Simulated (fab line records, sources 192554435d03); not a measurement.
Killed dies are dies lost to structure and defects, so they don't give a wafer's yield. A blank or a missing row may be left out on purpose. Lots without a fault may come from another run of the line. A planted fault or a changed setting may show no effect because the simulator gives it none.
fab line records | flow n5_finfet
record lots=12 wafers=31 last_day=17
route steps=1938 shown SD_EPI_N@273 SD_EPI_P@306
lots that met no fault: from a run of the same line without faults
start_h: hours from the record's first day to the start of the lot's first wafer shown | wait_h: hours since the lot's step before | " the same as in the row above | L1.1+2: a row that stands for several wafers | - no value, or no start given | * or withheld: withheld | < > ~ a bound
route shown NAME@n: a module of which the file shows steps, and the number in the route of the first | usual: mean/standard deviation of fault-free wafers | same: alike in all rows | chamber/n: place in a boat | sites: the reading at each site | _std_site: their standard deviation | _edge_site: outer sites' mean less inner sites' | radius_mm: how far each site lies from the wafer's centre | mask NAME#n: copy n | behind: the tool/chamber that last shaped the wafer | hold: why the lot was held/for how many hours/how that ended | device: the transistor (n, p or np) that didn't switch | end of line: the same wafers' tests at the end of the route | a step without rows: its recipe alone | killed: dies lost to structure and defects at the first sort, not the wafer's yield | map: a wafer's dies, x killed, . not, _ none there
set.NAME: the setting as run; set.NAME@STEP: as run at that earlier step | model.NAME: the simulator's own value behind a step, which no gauge read
steps of the route over a sample of lots; a table a step, a row a wafer
services: from which hour (start_h, from the record's first day; less than 0 if before it) a tool's chamber was out of use, for how many hours, and why
## steps
# step N5_SD_EPI_N_DESCUM_14
# recipe chemistry=O2 time_s=7.9 source_power_w=50 bias_power_w=20 pressure_mtorr=20 rf_frequency_hz=2.712e+07 temp_c=40 resist=CAR-ArF-block o2_flow_sccm=225
# usual drypump_motor_current_A=5.7/0.43 oes_product_au=0.82/0.1 rf_vpp_V=243.1/1.1 showerhead_plenum_p_Torr=2.09/0.048 throttle_valve_pct=20.47/0.25
# columns lot.wafer tool chamber start_h wait_h drypump_motor_current_A oes_product_au rf_hours_counter_h rf_vpp_V showerhead_plenum_p_Torr throttle_valve_pct
L387.4 rie_diel-04 1 54.81 0.0 5.4 0.97 7 244.0 2.16 20.42
L387.5 " 2 " " 5.4 0.70 - 242.6 2.08 20.71
L387.6 " 3 " " 6.0 0.67 - 245.1 2.06 20.53
L389.3 rie_diel-04 2 67.71 0.1 5.4 0.69 239 241.9 2.08 20.70
L389.6 " 1 " " 5.4 0.95 - 243.1 2.16 20.40
L391.1 rie_diel-04 3 79.83 0.0 6.0 0.67 247 243.7 2.06 20.54
L391.2 " 2 " " 5.3 0.69 243 243.1 2.08 20.72
L392.3 rie_diel-05 0 84.05 0.0 5.1 0.94 24 241.8 2.04 20.25
L392.5 " 3 " " 5.0 0.69 - 242.6 2.05 20.60
L394.1 rie_diel-04 0 97.46 0.1 5.9 0.82 94 240.9 2.01 20.22
L394.3 " 2 " " 5.4 0.69 250 243.1 2.08 20.72
L397.2 rie_diel-04 1 115.32 0.0 5.4 0.92 30 243.6 2.15 20.43
L397.5 " 0 " " 5.9 0.81 - 242.6 2.01 20.24
L398.2 rie_diel-04 0 120.67 0.0 5.9 0.81 105 242.5 2.01 20.25
L398.3 " 2 " " 5.3 0.99 1 241.6 2.07 20.20
L398.6 " 1 " " 5.4 0.91 - 242.6 2.15 20.44
L401.1 rie_diel-04 2 138.18 0.0 5.4 0.95 7 241.6 2.07 20.22
L401.2 " 0 " " 5.9 0.80 111 242.4 2.01 20.26
L401.3 " 1 " " 5.4 0.90 39 243.0 2.15 20.44
L402.1 rie_diel-01 2 146.47 0.2 5.3 0.77 124 244.9 2.17 20.35
L402.3 " 0 " " 6.3 0.77 128 242.2 2.12 20.48
L402.5 " 3 " " 6.0 0.82 - 243.0 2.09 20.39
L405.2 rie_diel-01 2 160.85 0.0 5.3 0.77 130 244.7 2.17 20.37
L405.3 " 3 " " 6.0 0.82 92 244.2 2.09 20.40
L405.4 " 0 " " 6.3 0.77 134 243.6 2.11 20.51
L408.4 rie_diel-05 1 180.68 0.0 5.8 0.86 52 242.6 2.06 20.56
L408.5 " 3 " " 5.0 0.94 - 242.9 2.04 20.24
L408.6 " 0 " " 5.1 0.87 - 243.2 2.03 20.29
L409.2 rie_diel-01 3 191.48 0.1 6.0 0.80 102 243.2 2.09 20.44
L409.4 " 1 " " 5.7 0.68 227 241.3 2.08 21.20
L409.6 " 1 " " 5.7 0.69 - 241.3 2.08 21.20
# step N5_SD_EPI_P_DESCUM_14
# recipe chemistry=O2 time_s=7.9 source_power_w=50 bias_power_w=20 pressure_mtorr=20 rf_frequency_hz=2.712e+07 temp_c=40 resist=CAR-ArF-block o2_flow_sccm=225
# usual drypump_motor_current_A=5.6/0.52 oes_product_au=0.78/0.09 rf_vpp_V=242.7/1.5 showerhead_plenum_p_Torr=2.07/0.085 throttle_valve_pct=20.51/0.23
# columns lot.wafer tool chamber start_h wait_h drypump_motor_current_A oes_product_au rf_hours_counter_h rf_vpp_V showerhead_plenum_p_Torr throttle_valve_pct
L387.4 rie_diel-02 3 60.57 0.0 6.0 0.69 220 243.2 2.15 20.43
L387.5 " 3 " " 6.0 0.69 - 244.4 2.15 20.43
L387.6 " 0 " " 5.7 0.78 - 238.8 1.95 20.69
L389.3 rie_diel-03 3 72.26 0.0 6.5 0.72 200 240.9 1.99 20.53
L389.6 " 3 " " 6.4 0.73 - 240.7 1.99 20.53
L391.1 rie_diel-03 0 84.79 0.0 5.9 0.70 185 244.2 2.19 20.39
L391.2 " 2 " " 5.2 0.93 13 243.4 2.06 20.51
L392.3 rie_diel-02 0 88.48 0.0 5.7 0.78 112 239.7 1.95 20.71
L392.5 " 3 " " 6.0 0.68 - 244.3 2.14 20.43
L394.1 rie_diel-06 1 101.76 0.0 5.4 0.81 72 245.8 2.19 20.15
L394.3 " 3 " " 4.8 0.87 67 243.3 2.12 20.39
L397.2 rie_diel-06 1 120.97 0.0 5.4 0.81 79 244.0 2.19 20.16
L397.5 " 0 " " 6.2 0.71 - 240.2 1.97 20.76
L398.2 rie_diel-02 1 125.22 0.1 5.5 0.72 213 242.8 2.08 20.95
L398.3 " 0 " " 5.7 0.75 124 241.3 1.94 20.72
L398.6 " 2 " " 5.7 0.87 - 242.0 2.03 20.40
L401.1 rie_diel-02 1 142.64 0.1 5.4 0.72 219 242.8 2.08 20.93
L401.2 " 0 " " 5.7 0.77 129 240.5 1.94 20.71
L401.3 " 2 " " 5.6 0.87 63 244.0 2.03 20.40
L402.1 rie_diel-03 3 151.54 0.1 6.4 0.70 224 241.8 1.98 20.55
L402.3 " 2 " " 5.2 0.89 34 243.0 2.06 20.55
L402.5 " 3 " " 6.5 0.70 - 241.2 1.98 20.56
L405.2 rie_diel-06 3 166.46 0.0 4.7 0.84 89 243.1 2.11 20.45
L405.3 " 1 " " 5.4 0.79 94 243.6 2.18 20.18
L405.4 " 1 " " 5.4 0.79 - 245.2 2.19 20.17
L408.4 rie_diel-03 2 186.03 0.2 5.3 0.87 - 242.0 2.05 20.55
L408.5 " 3 " " 6.5 0.69 - 240.7 1.98 20.58
L408.6 " 1 " " 5.1 0.88 - 245.1 2.22 20.11
L409.2 rie_diel-03 3 196.26 0.5 6.5 0.70 239 241.5 1.98 20.59
L409.4 " 1 " " 5.0 0.88 - 246.0 2.22 20.15
L409.6 " 2 " " 5.3 0.86 - 241.9 2.05 20.56
# step N5_SD_EPI_P_ETCH_37
# recipe chemistry=N2/H2 target=SOC overetch_a=1080 mask_material=SiARC temp_c=40 ion_energy_ev=100 source_w=3000 bias_w=133 pressure_mtorr=20 time_s=486 n2_flow_sccm=200 h2_flow_sccm=200 ends=end_point
# usual bias_w=133.0/0.42 chamber_pressure_mTorr=20.001/0.018 drypump_motor_current_A=5.6/0.52 oes_product_au=0.70/0.073 rf_vpp_V=240.3/1.6 showerhead_plenum_p_Torr=2.51/0.1 throttle_valve_pct=23.8/0.33
# columns lot.wafer tool chamber start_h wait_h bias_w chamber_pressure_mTorr drypump_motor_current_A oes_product_au rf_hours_counter_h rf_vpp_V showerhead_plenum_p_Torr throttle_valve_pct
L387.4 rie_diel-02 3 60.66 0.0 133.0 19.986 6.1 0.63 220 240.9 2.63 23.8
L387.5 " 3 " " 132.9 19.995 6.0 0.64 - 239.9 2.63 23.8
L387.6 " 0 " " 133.1 19.990 5.7 0.70 - 238.1 2.37 24.3
L389.3 rie_diel-03 3 72.35 0.0 133.3 19.977 6.5 0.65 200 238.8 2.41 23.6
L389.6 " 3 " " 133.3 19.986 6.4 0.65 - 238.1 2.41 23.6
L391.1 rie_diel-03 0 84.88 0.0 133.0 20.005 6.0 0.63 185 241.8 2.64 23.5
L391.2 " 2 " " 133.0 20.005 5.2 0.82 13 238.0 2.49 23.6
L392.3 rie_diel-02 0 88.57 0.0 132.7 19.980 5.8 0.69 112 238.0 2.37 24.4
L392.5 " 3 " " 133.0 20.023 6.0 0.63 - 241.7 2.63 23.8
L394.1 rie_diel-06 1 101.85 0.0 132.1 19.979 5.4 0.74 73 243.6 2.65 23.2
L394.3 " 3 " " 132.9 20.007 4.7 0.77 67 240.5 2.56 23.6
L397.2 rie_diel-06 1 121.06 0.0 132.8 20.008 5.4 0.73 79 241.4 2.65 23.3
L397.5 " 0 " " 133.3 20.017 6.2 0.65 - 239.7 2.43 24.3
L398.2 rie_diel-02 1 125.31 0.0 133.1 19.980 5.5 0.63 213 241.6 2.50 24.1
L398.3 " 0 " " 133.8 20.006 5.7 0.68 124 237.7 2.36 24.4
L398.6 " 2 " " 132.7 19.993 5.6 0.78 - 239.8 2.45 23.8
L401.1 rie_diel-02 1 142.73 0.0 133.3 19.977 5.5 0.63 219 239.4 2.49 24.1
L401.2 " 0 " " 133.2 19.989 5.7 0.68 130 238.1 2.36 24.4
L401.3 " 2 " " 133.1 19.964 5.6 0.77 63 241.8 2.45 23.8
L402.1 rie_diel-03 3 151.64 0.0 132.9 19.991 6.5 0.64 224 239.7 2.40 23.6
L402.3 " 2 " " 133.6 20.008 5.2 0.78 34 238.2 2.48 23.6
L402.5 " 3 " " 132.8 19.993 6.5 0.64 - 239.2 2.40 23.6
L405.2 rie_diel-06 3 166.55 0.0 132.4 20.018 4.8 0.75 89 241.1 2.55 23.6
L405.3 " 1 " " 133.2 20.006 5.4 0.71 94 242.7 2.64 23.3
L405.4 " 1 " " 133.9 20.004 5.4 0.72 - 242.7 2.64 23.3
L408.4 rie_diel-03 2 186.26 0.2 133.2 19.998 5.2 0.77 - 240.7 2.47 23.6
L408.5 " 3 " " 133.1 20.020 6.5 0.63 - 239.5 2.40 23.7
L408.6 " 1 " " 133.1 19.984 5.0 0.79 - 242.8 2.71 23.7
L409.2 rie_diel-03 3 196.35 0.0 132.5 20.005 6.4 0.63 239 239.5 2.39 23.7
L409.4 " 1 " " 132.7 20.054 5.0 0.78 - 242.9 2.71 23.7
L409.6 " 2 " " 133.1 19.984 5.2 0.75 - 239.6 2.47 23.6
# step N5_SD_EPI_P_WET_ETCH_45
# recipe chemistry=dHF dilution=withheld time_s=10.7 target=SiO2 target_depth_a=20 temp_c=25 dry=ipa_marangoni rinse_time_s=30 rinse_temp_c=23
# usual rinse_temp_c=23.01/0.1 rinse_time_s=30/0
# columns lot.wafer tool chamber start_h wait_h rinse_temp_c rinse_time_s
L387.4 wet_bench-01 2 61.35 0.1 22.99 30
L387.5 " 4 " " 23.04 30
L387.6 " 0 " " 23.09 30
L389.3 wet_bench-01 1 73.04 0.1 23.19 30
L389.6 " 7 " " 22.96 30
L391.1 wet_bench-03 5 85.57 0.1 22.97 30
L391.2 " 6 " " 23.18 30
L392.3 wet_bench-01 2 89.26 0.1 23.12 30
L392.5 " 1 " " 22.96 30
L394.1 wet_bench-05 1 102.55 0.1 23.10 30
L394.3 " 5 " " 23.00 30
L397.2 wet_bench-03 4 121.75 0.1 23.04 30
L397.5 " 6 " " 22.83 30
L398.2 wet_bench-03 5 126.00 0.1 23.00 30
L398.3 " 6 " " 23.21 30
L398.6 " 0 " " 23.08 30
L401.1 wet_bench-03 4 143.42 0.1 - -
L401.2 " 3 " " - -
L401.3 " 0 " " - -
L402.1 wet_bench-03 0 152.33 0.1 - -
L402.3 " 4 " " - -
L402.5 " 2 " " - -
L405.2 wet_bench-05 1 167.25 0.1 22.89 30
L405.3 " 2 " " 23.05 30
L405.4 " 7 " " 22.79 30
L408.4 wet_bench-01 3 186.79 0.1 22.87 30
L408.5 " 7 " " 23.09 30
L408.6 " 5 " " 23.01 30
L409.2 wet_bench-05 7 197.04 0.1 22.99 30
L409.4 " 6 " " 22.98 30
L409.6 " 2 " " 22.88 30
## services
# columns tool chamber start_h hours kind
rie_diel-05 - 34.46 0.1 repair
rie_diel-03 - 48.55 2.8 pm
rie_diel-03 - 51.49 0.5 repair
rie_diel-05 0 64.07 2.2 repair
wet_bench-01 - 65.48 2.3 repair
rie_diel-03 1 68.41 - clean
rie_diel-03 1 68.41 - consumable_replace:focus_ring
rie_diel-03 1 68.41 - consumable_replace:showerhead
rie_diel-03 1 68.41 23.2 scheduled_down
rie_diel-03 1 68.41 23.2 vent_cycle
rie_diel-06 1 70.09 4.3 repair
rie_diel-04 0 87.45 6.6 repair
rie_diel-04 3 94.41 - clean
rie_diel-06 - 98.98 0.4 repair
rie_diel-03 0 115.96 8.9 repair
rie_diel-04 - 148.85 0.1 repair
rie_diel-02 3 159.07 - clean
rie_diel-02 3 159.07 - consumable_replace:focus_ring
rie_diel-02 3 159.07 16.3 scheduled_down
rie_diel-02 3 159.07 16.3 vent_cycle
rie_diel-06 0 163.38 9.6 repair
rie_diel-04 2 172.28 4.3 repair
rie_diel-05 0 185.05 3.2 repair
rie_diel-04 - 190.71 1.6 repair
## key
first_sign step=N5_SD_EPI_P_WET_ETCH_45 reading=tool_record direction=missing
effect none on later readings
met_at N5_SD_EPI_P_WET_ETCH_45
struck_lots L401,L402
tester_left_out L401,L402
baseline_loss step=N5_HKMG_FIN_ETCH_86 wafers=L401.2
baseline_loss step=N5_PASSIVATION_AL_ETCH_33 wafers=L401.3
not_acting_at N5_SD_EPI_N_DESCUM_14,N5_SD_EPI_P_DESCUM_14,N5_SD_EPI_P_ETCH_37
onset_between 126.00 143.42
fault kind=skipped_step_whole tool=wet_bench-03 chamber=- onset_h=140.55 steps=N5_SD_EPI_P_WET_ETCH_45 scope=struck_lots_only
# tester_left_out: of these lots the tester's yield and bins aren't shown, on N5 and GAA mostly nor the transistor test; their killed dies are dies lost to structure and defects alone, not to doping, threshold or leakage, so they don't give the yield
# baseline_loss: these wafers lose ten dies or more at that step, a loss of the line's own and not of a fault; the sort's usual values leave them out
